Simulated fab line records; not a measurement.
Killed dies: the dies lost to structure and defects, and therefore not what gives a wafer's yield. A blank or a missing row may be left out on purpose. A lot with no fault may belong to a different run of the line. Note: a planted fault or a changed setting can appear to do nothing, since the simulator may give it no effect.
Matching of chambers ; flow nand harc ; NHARC_A_CONTACT_ETCH_91 on rie diel-03: 4 sister chambers
The step etches the open film in CH3F/O2, target depth 40 nm, time 85.7 s. 4 wafers are shown with their chamber, then 12 later ones without.

WAFERS WITH THEIR CHAMBER
wafer;chamber;showerhead plenum p Torr (Torr)
L086.1;2;2.27
L090.1;0;2.29
L090.3;1;2.47
L090.4;3;2.58

WAFERS WITHOUT THEIR CHAMBER
wafer;showerhead plenum p Torr (Torr)
L088.1;2.29
L088.3;2.58
L088.4;2.47
L089.1;2.29
L089.2;2.66
L089.3;2.47
L092.1;2.58
L092.2;2.29
L092.4;2.66
L096.1;2.29
L096.2;2.58
L096.3;2.65

THE CHAMBER EACH PASSED THROUGH
wafer;from the rows above;in truth
L088.1;can't be placed: 0 or 2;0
L088.3;3;3
L088.4;1;1
L089.1;can't be placed: 0 or 2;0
L089.2;3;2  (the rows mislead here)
L089.3;1;1
L092.1;3;3
L092.2;can't be placed: 0 or 2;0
L092.4;3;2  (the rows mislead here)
L096.1;can't be placed: 0 or 2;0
L096.2;3;3
L096.3;3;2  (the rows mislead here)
Placed correctly: 5 of 12. These rows do not allow placing 4 (true chamber among the candidates in 4). Number placed wrongly: 3.
How it was worked out, from the rows above alone: a wafer's distance from a chamber is the root of the sum, over the readings, of the square of ((its reading less the chamber's mean) divided by the reading's scatter). The wafer belongs to the nearest chamber; if the next one is less than 2 further off, it can't be placed. A chamber's mean is the mean of its shown wafers. The scatter: with one shown wafer a chamber, the root of the mean of the squares of how far each hidden wafer lies from its nearest shown one.
